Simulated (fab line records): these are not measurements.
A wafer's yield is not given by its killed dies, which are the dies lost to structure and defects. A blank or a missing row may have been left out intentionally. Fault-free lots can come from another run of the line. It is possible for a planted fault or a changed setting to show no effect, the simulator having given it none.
Matching of chambers || flow nand_harc || NHARC_P_M0_CMP_23 on cmp-01 has 4 sister chambers
The step polishes, t overpolish 20 s, target thk 117.54 nm. 14 wafers are shown with their chamber, then 7 later ones without.

== WAFERS WITH THEIR CHAMBER ==
{"wafer": "L074.2", "chamber": 3, "motor_current_A (A)": 10.3, "time_to_endpoint_s (s)": 27.9}
{"wafer": "L074.3", "chamber": 2, "motor_current_A (A)": 10.8, "time_to_endpoint_s (s)": 27.1}
{"wafer": "L074.4", "chamber": 1, "motor_current_A (A)": 9.6, "time_to_endpoint_s (s)": 25.6}
{"wafer": "L078.1", "chamber": 0, "motor_current_A (A)": 10.6, "time_to_endpoint_s (s)": 29.0}
{"wafer": "L078.4", "chamber": 3, "motor_current_A (A)": 10.7, "time_to_endpoint_s (s)": 30.0}
{"wafer": "L078.5", "chamber": 3, "motor_current_A (A)": 10.4, "time_to_endpoint_s (s)": 29.1}
{"wafer": "L082.1", "chamber": 2, "motor_current_A (A)": 10.6, "time_to_endpoint_s (s)": 31.4}
{"wafer": "L082.5", "chamber": 3, "motor_current_A (A)": 10.4, "time_to_endpoint_s (s)": 29.9}
{"wafer": "L082.6", "chamber": 2, "motor_current_A (A)": 10.4, "time_to_endpoint_s (s)": 31.0}
{"wafer": "L084.3", "chamber": 1, "motor_current_A (A)": 10.6, "time_to_endpoint_s (s)": 28.4}
{"wafer": "L084.4", "chamber": 3, "motor_current_A (A)": 11.1, "time_to_endpoint_s (s)": 30.6}
{"wafer": "L084.6", "chamber": 3, "motor_current_A (A)": 10.6, "time_to_endpoint_s (s)": 31.4}
{"wafer": "L087.2", "chamber": 3, "motor_current_A (A)": 10.3, "time_to_endpoint_s (s)": 28.6}
{"wafer": "L087.5", "chamber": 1, "motor_current_A (A)": 10.4, "time_to_endpoint_s (s)": 29.2}

SIGNATURES (means of the wafers above)
{"reading": "motor_current_A", "chamber 0": 10.600, "chamber 1": 10.200, "chamber 2": 10.600, "chamber 3": 10.543, "scatter within a chamber": 0.337}
{"reading": "time_to_endpoint_s", "chamber 0": 29.000, "chamber 1": 27.733, "chamber 2": 29.833, "chamber 3": 29.643, "scatter within a chamber": 1.64}
Rule: for a wafer and a chamber, the distance is found by dividing, reading by reading, the gap between the wafer's reading and the chamber's mean by the reading's scatter, squaring, summing and taking the root. If the next closest chamber is less than 2 further off than the closest, the wafer can't be placed; otherwise it belongs to the closest. How the scatter is found: for the shown wafers, subtract from each reading the mean of its chamber, square and add these, divide the total by (wafers less chambers), then take the root.

== WAFERS WITHOUT THEIR CHAMBER ==
{"wafer": "L087.6", "motor_current_A (A)": 11.1, "time_to_endpoint_s (s)": 30.4}
{"wafer": "L095.2", "motor_current_A (A)": 10.1, "time_to_endpoint_s (s)": 28.2}
{"wafer": "L095.4", "motor_current_A (A)": 10.5, "time_to_endpoint_s (s)": 27.9}
{"wafer": "L095.5", "motor_current_A (A)": 9.9, "time_to_endpoint_s (s)": 27.6}
{"wafer": "L096.2", "motor_current_A (A)": 11.0, "time_to_endpoint_s (s)": 26.2}
{"wafer": "L096.4", "motor_current_A (A)": 9.5, "time_to_endpoint_s (s)": 25.7}
{"wafer": "L096.6", "motor_current_A (A)": 11.0, "time_to_endpoint_s (s)": 27.4}

== THE CHAMBER EACH PASSED THROUGH ==
{"wafer": "L087.6", "from the rows above": "can't be placed: 2 or 0 or 3 or 1", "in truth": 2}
{"wafer": "L095.2", "from the rows above": "can't be placed: 1 or 0 or 3 or 2", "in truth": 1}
{"wafer": "L095.4", "from the rows above": "can't be placed: 0 or 1 or 3 or 2", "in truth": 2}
{"wafer": "L095.5", "from the rows above": "can't be placed: 1 or 0 or 3 or 2", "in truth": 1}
{"wafer": "L096.2", "from the rows above": "can't be placed: 0 or 3 or 2 or 1", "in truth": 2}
{"wafer": "L096.4", "from the rows above": "can't be placed: 1 or 0 or 3 or 2", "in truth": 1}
{"wafer": "L096.6", "from the rows above": "can't be placed: 0 or 2 or 3 or 1", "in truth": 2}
Placed correctly: 0 of 7. Cannot be placed on the basis of these rows: 7; the candidates contain the true chamber in 7. 0 placed wrongly.
